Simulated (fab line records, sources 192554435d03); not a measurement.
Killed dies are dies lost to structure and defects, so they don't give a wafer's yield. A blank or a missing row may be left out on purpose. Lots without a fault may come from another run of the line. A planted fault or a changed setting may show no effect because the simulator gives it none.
Which tool did it? | flow n5_finfet | 10 lots, 30 wafers sampled, at 4 steps of a route of 1938

WHAT THE GAUGES READ, wafer by wafer
N5_BEOL_M4_RC_MEAS_101. Usual: DIBL_N 35.9 mV/V, standard deviation 1.3; DIBL_P 35.9 mV/V, standard deviation 1.6; IOFF_N 0.156 nA/um, standard deviation 0.022; IOFF_P 0.205 nA/um, standard deviation 0.023; ION_N 675 uA/um, standard deviation 9; ION_P 463 uA/um, standard deviation 5.6; SS_N 71.4 mV/dec, standard deviation 0.57; SS_P 73.1 mV/dec, standard deviation 0.52; VT_N 249.7 mV, standard deviation 2.8; VT_P -250.2 mV, standard deviation 2.5.
lot  | measured     | on        | DIBL_N (mV/V)  | DIBL_P (mV/V)  | IOFF_N (nA/um)    | IOFF_P (nA/um)    | ION_N (uA/um) | ION_P (uA/um) | SS_N (mV/dec)  | SS_P (mV/dec)  | VT_N (mV)         | VT_P (mV)            | flag
L310 | day 8 04:08  | prober-02 | 35.6 35.5 35.9 | 34.2 34.0 33.5 | 0.159 0.150 0.156 | 0.222 0.217 0.207 | 675 666 667   | 464 461 457   | 71.5 72.1 71.5 | 73.0 72.8 72.6 | 246.2 250.6 248.4 | -248.6 -248.1 -250.1 |
L312 | day 8 10:27  | prober-02 | 35.7 34.0 36.6 | 36.3 33.5 37.3 | 0.169 0.136 0.185 | 0.208 0.173 0.220 | 679 663 680   | 460 454 463   | 71.8 71.2 72.8 | 73.6 72.4 72.9 | 247.4 252.1 247.1 | -251.9 -254.5 -251.7 |
L311 | day 8 12:51  | prober-02 | 37.0 37.4 35.8 | 36.3 37.6 35.2 | 0.171 0.182 0.143 | 0.212 0.231 0.192 | 677 680 673   | 457 462 457   | 72.1 71.4 71.3 | 73.2 73.9 73.3 | 249.5 246.6 249.4 | -248.3 -246.2 -250.7 |
L319 | day 10 13:04 | prober-02 | 37.8 37.2 37.6 | 38.1 36.9 38.3 | 0.183 0.177 0.184 | 0.241 0.222 0.236 | 682 690 684   | 470 469 469   | 71.0 71.2 71.0 | 72.9 73.4 73.7 | 244.8 247.2 247.3 | -247.0 -250.9 -250.2 |
L321 | day 10 16:58 | prober-02 | 36.5 33.9 35.3 | 36.7 34.2 34.9 | 0.175 0.130 0.142 | 0.234 0.192 0.204 | 696 676 682   | 470 469 468   | 71.0 71.2 71.3 | 74.0 73.2 73.2 | 247.7 251.0 249.8 | -250.7 -249.3 -249.6 |
L323 | day 11 16:08 | prober-02 | 35.0 35.4 34.6 | 34.1 34.7 34.4 | 0.152 0.160 0.155 | 0.185 0.192 0.186 | 682 683 685   | 461 458 465   | 71.5 71.3 71.3 | 72.6 72.6 72.8 | 249.4 248.1 248.4 | -250.4 -252.3 -250.2 |
L325 | day 11 22:10 | prober-01 | 35.8 36.7 33.9 | 35.4 36.7 33.8 | 0.154 0.179 0.128 | 0.198 0.222 0.175 | 684 679 664   | 464 465 457   | 71.5 71.5 71.3 | 72.8 73.8 72.9 | 249.4 247.4 250.7 | -249.8 -249.7 -252.9 |
L328 | day 13 05:36 | prober-01 | 35.7 35.8 34.8 | 37.2 37.6 36.8 | 0.150 0.152 0.139 | 0.185 0.198 0.183 | 666 665 665   | 457 459 456   | 71.5 71.9 71.7 | 72.9 73.2 72.6 | 252.0 249.6 252.1 | -253.1 -253.4 -254.4 |
L332 | day 13 10:26 | prober-02 | 38.9 38.1 37.4 | 38.9 36.9 36.3 | 0.200 0.182 0.172 | 0.240 0.209 0.203 | 683 680 680   | 463 460 462   | 71.4 71.7 71.7 | 74.7 73.5 73.1 | 246.9 248.8 250.2 | -249.0 -250.7 -252.5 |
L329 | day 13 14:47 | prober-01 | 34.5 35.3 32.4 | 35.4 36.1 33.1 | 0.140 0.154 0.116 | 0.186 0.202 0.156 | 673 676 664   | 460 459 457   | 71.1 72.1 70.8 | 72.7 72.4 72.0 | 249.2 250.1 254.7 | -253.0 -250.4 -251.6 |

N5_MIM_TOP_LITHO_OVL_MEAS_11. Usual: MIM_TOP_OVL 7 nm, standard deviation 5.6.
lot  | measured     | on         | MIM_TOP_OVL (nm) | flag
L310 | day 11 17:31 | overlay-01 | 10 3 8           |
L312 | day 12 05:13 | overlay-02 | -8 4 0           |
L311 | day 12 05:25 | overlay-02 | 11 5 3           |
L319 | day 14 11:01 | overlay-01 | 18 6 17          |
L321 | day 14 16:43 | overlay-01 | -8 -1 10         |
L323 | day 15 13:08 | overlay-02 | 8 12 8           |
L325 | day 15 12:37 | overlay-01 | 9 14 11          |
L328 | day 17 13:57 | overlay-01 | 2 5 7            |
L332 | day 17 10:26 | overlay-01 | 12 10 6          |
L329 | day 17 10:19 | overlay-02 | 12 10 12         |

N5_PASSIVATION_INSPECT_64: inspects for defects (macro). Usual: raw_defect_count 2.0, standard deviation 1.3.
lot  | measured     | on                | raw_defect_count | flag
L310 | day 11 21:41 | defect_inspect-02 | 5 3 2            |
L312 | day 12 08:58 | defect_inspect-01 | 2 1 1            |
L311 | day 12 09:14 | defect_inspect-02 | 2 3 3            |
L319 | day 14 16:37 | defect_inspect-02 | 2 3 1            |
L321 | day 14 22:31 | defect_inspect-02 | 0 2 1            |
L323 | day 15 21:26 | defect_inspect-02 | 1 1 4            |
L325 | day 15 17:22 | defect_inspect-01 | 1 2 3            |
L328 | day 17 20:55 | defect_inspect-01 | 0 2 1            |
L332 | day 17 20:08 | defect_inspect-01 | 0 1 1            |
L329 | day 17 20:26 | defect_inspect-01 | 2 2 5            |

WHICH TOOL RAN EACH LOT (tool, then ch and the chambers of the sampled wafers, then the start)
lot  | N5_MIM_TOP_ALD_02
L310 | ald_hk-03 ch 0,3, day 11 17:31 or earlier
L312 | ald_hk-01 ch 0,3, day 12 05:13 or earlier
L311 | ald_hk-02 ch 1,2,3, day 12 05:25 or earlier
L319 | ald_hk-01 ch 0,1,2, day 14 11:01 or earlier
L321 | ald_hk-01 ch 1,2,3, day 14 16:43 or earlier
L323 | ald_hk-03 ch 0,1,3, day 15 13:08 or earlier
L325 | ald_hk-02 ch 0,1,3, day 15 12:37 or earlier
L328 | ald_hk-01 ch 2,3, day 17 13:57 or earlier
L332 | ald_hk-01 ch 0,2,3, day 17 10:26 or earlier
L329 | ald_hk-02 ch 0,1,2, day 17 10:19 or earlier
- N5_MIM_TOP_ALD_02: deposits Al2O3, purge time 3 s, co reactant pulse time 3 s.

WHAT THE TOOLS THEMSELVES READ (means of the sampled wafers that have a number; where no wafer has one, the mark that the record gives instead)
N5_MIM_TOP_ALD_02. Usual: precursor_pulse_height_rel 1.003, standard deviation 0.018.
lot  | tool      | precursor_pulse_height_rel | flag
L310 | ald_hk-03 | 1.018                      |
L312 | ald_hk-01 | 1.001                      |
L311 | ald_hk-02 | 1.004                      |
L319 | ald_hk-01 | 0.994                      |
L321 | ald_hk-01 | 1.009                      |
L323 | ald_hk-03 | 0.992                      |
L325 | ald_hk-02 | 1.007                      |
L328 | ald_hk-01 | 1.016                      |
L332 | ald_hk-01 | 1.012                      |
L329 | ald_hk-02 | 1.004                      |

THE ANSWER, worked out from the rows above alone
Rule: a lot is off if the mean of its wafers that have a number lies more than 3 standard deviations from the usual mean. A lot without any number at a reading at which 4 lots or more have one is off too. The other lots that the step has rows for count as sound. The gauges are gone through in route order, then the tools' own readings, and for those a lot's mean is taken as printed above. The first step at which some lot is off is used, and at that step the reading that is off furthest; a lot without a number counts as furthest.
No lot is off at any reading shown: from this, nothing can be told.

WHAT THE SIMULATOR HAD PUT IN
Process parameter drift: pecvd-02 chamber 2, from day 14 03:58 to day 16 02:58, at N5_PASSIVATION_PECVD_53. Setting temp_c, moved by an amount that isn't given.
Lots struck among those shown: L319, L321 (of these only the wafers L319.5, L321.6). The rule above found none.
